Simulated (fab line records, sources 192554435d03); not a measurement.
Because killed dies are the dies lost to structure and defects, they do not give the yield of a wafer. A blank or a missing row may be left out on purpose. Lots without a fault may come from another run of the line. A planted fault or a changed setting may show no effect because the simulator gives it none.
3 desks looking at one fault	flow n5-finfet	each desk holds nothing but its own numbers, with what lay behind them at the end

## AT THE METROLOGY DESK
Means of the sampled wafers that have a number, per lot and without regard to the tool the lot ran on: this is what the gauges read. Marked OUT: a lot whose mean sits more than 4 standard deviations from the usual mean, which makes it out of limits; the brackets give that distance. 7 of its 10 readings are shown, namely those furthest out on some lot.
Columns: A = DIBL_N at N5_BEOL_M4_RC_MEAS_101, usual 35.8 mV/V; B = DIBL_P at N5_BEOL_M4_RC_MEAS_101, usual 35.9 mV/V; C = IOFF_P at N5_BEOL_M4_RC_MEAS_101, usual 0.21 nA/um; D = SS_N at N5_BEOL_M4_RC_MEAS_101, usual 71.5 mV/dec; E = SS_P at N5_BEOL_M4_RC_MEAS_101, usual 73.2 mV/dec; F = VT_N at N5_BEOL_M4_RC_MEAS_101, usual 250 mV; G = VT_P at N5_BEOL_M4_RC_MEAS_101, usual -250 mV
lot	first seen here	A	B	C	D	E	F	G
L459	day 7 22:11	36.9	37.3	0.20	72.9	73.2	251	-250
L458	day 8 04:01	36.4	36.3	0.22	71.6	73.0	250	-248
L461	day 8 10:41	36.1	33.3	0.16	70.9	72.9	255	-256
L460	day 8 10:56	37.2	36.5	0.23	71.7	73.5	248	-247
L466	day 9 23:37	36.3	36.5	0.18	71.5	72.7	252	-253
L470	day 10 20:46	35.6	36.4	0.20	71.5	74.2	250	-250
L468	day 10 23:31	37.8	35.2	0.21	71.9	73.0	253	-249
L472	day 11 06:28	35.5	35.6	0.20	71.8	73.2	250	-251
L478	day 13 01:29	34.1	34.9	0.22	71.4	73.0	251	-247
L479	day 13 12:31	34.0	34.5	0.20	71.5	72.9	253	-251
This desk found nothing out of limits on any of the 10 lots.

## THE DEFECT DESK
Per lot, the means of the sampled wafers with a number show what the inspections along the route counted. Marked OUT: a lot whose mean sits more than 4 standard deviations from the usual mean, which makes it out of limits; the brackets give that distance.
Columns: A = raw-defect-count at N5_HKMG_FIN_INSPECT_14, usual 2.1
lot	first seen here	A
L458	day 4 03:50	1.7
L459	day 4 09:34	2.0
L460	day 4 13:30	3.0
L461	day 4 20:46	2.0
L466	day 6 03:40	1.7
L468	day 6 17:05	2.3
L470	day 7 04:31	2.7
L472	day 7 15:59	2.3
L478	day 9 10:01	2.3
L479	day 9 10:05	0.3
This desk found nothing out of limits on any of the 10 lots.

## TOOL OWNER'S DESK, litho-track-04
The tool's own readings at N5_HKMG_FIN_COAT_30 (time 60 s, resist thk 35 nm): means of the sampled wafers that have a number, for each lot that ran on this tool. Marked OUT: a lot whose mean sits more than 4 standard deviations from the usual mean, which makes it out of limits; the brackets give that distance.
Columns: A = exhaust-pa at N5_HKMG_FIN_COAT_30, usual 45.1 Pa; B = plate-temp-C at N5_HKMG_FIN_COAT_30, usual 219.98 C; C = spin-speed-rpm at N5_HKMG_FIN_COAT_30, usual 1499.9 rpm
lot	first seen here	A	B	C
L458	day 4 03:25	45.7	220.14	1498.9
L459	day 4 09:16	45.0	219.89	1499.2
L460	day 4 13:05	45.9	220.19	1499.4
L466	day 6 03:23	44.0	219.93	1457.2 (-51) OUT
L468	day 6 16:40	45.3	220.00	1459.2 (-48) OUT
L470	day 7 04:06	44.9	220.00	1458.0 (-50) OUT
This desk's verdict: out of limits on L466, L468, L470, starting with L466 at day 6 03:23 (spin-speed-rpm at N5_HKMG_FIN_COAT_30). L458, L459, L460 stayed within limits.

## ALL TOGETHER
At day 6 03:23, on L466, L468, L470, the tool owner's desk was in a position to raise an alarm.
From the metrology desk's view, nothing was out of limits.
The defect desk saw nothing out of limits.
The metrology desk holds a record of L466, L468, L470, inside its limits.
The defect desk has L466, L468, L470 on record, within its limits.
The lots listed all ran N5_HKMG_FIN_COAT_30 on litho-track-04.

## WHAT HAD BEEN PUT IN BY THE SIMULATOR
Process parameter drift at N5_HKMG_FIN_COAT_30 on litho-track-04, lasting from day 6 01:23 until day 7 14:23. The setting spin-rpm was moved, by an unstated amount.
Lots struck among those shown: L466, L468, L470.
Each desk's first reading out of limits, in hours after the fault started: the tool owner's desk, 2.
